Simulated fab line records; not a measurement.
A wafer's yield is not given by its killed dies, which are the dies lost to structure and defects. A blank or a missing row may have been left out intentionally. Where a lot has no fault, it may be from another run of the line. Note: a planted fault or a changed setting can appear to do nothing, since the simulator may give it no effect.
What tool caused it?	flow n5Finfet	30 wafers sampled from 11 lots at 1 step of a route of 1938

== WHAT EACH GAUGE READ, for each wafer ==
N5_BEOL_M6_OVL_MEAS_12.
lot	measured	on	M6_OVL (nm)
L214	day 8 17:07	overlay-02	-0.2 0.1 -1.5
L216	day 8 20:26	overlay-01	0.5 -0.3 -1.1
L215	day 9 13:08	overlay-02	-0.8 -1.9
L219	day 9 19:00	overlay-02	0.6 0.3
L218	day 9 21:19	overlay-01	-0.1 -0.4 -1.6
L222	day 10 19:41	overlay-02	-0.2 -0.6 -0.1
L224	day 11 17:25	overlay-01	1.0 -0.1 -0.1
L234	day 13 23:15	overlay-02	1.7 1.1 0.6
L232	day 13 23:19	overlay-02	-0.5 -0.8 0.6
L233	day 13 23:53	overlay-02	1.1 -0.3
L235	day 14 06:59	overlay-01	0.3 -0.1 0.7

== EACH LOT AND THE TOOL THAT RAN IT (in order: tool; ch and the chambers of the sampled wafers; start) ==
Record: no process step prior to these readings.

== THE ANSWER, worked out from the rows above alone ==
Rule: what is usual is taken from the lots themselves. The widest of any qualifying gaps counts: lots, ordered by their means at a reading, are off when they make up no more than a third of the lots, leave a main group of 4 or more, and stand apart from it by 3 or more times the standard deviation of that group's means. A main group is skipped when, at the precision printed for the reading in the tables above, its means are all equal. Also off: a lot with no number at a reading for which 4 or more lots have one. Any other lot the step has rows for is counted as sound.
Nothing can be told from this: no lot is off at any reading shown.

== WHAT THE SIMULATOR HAD INSERTED ==
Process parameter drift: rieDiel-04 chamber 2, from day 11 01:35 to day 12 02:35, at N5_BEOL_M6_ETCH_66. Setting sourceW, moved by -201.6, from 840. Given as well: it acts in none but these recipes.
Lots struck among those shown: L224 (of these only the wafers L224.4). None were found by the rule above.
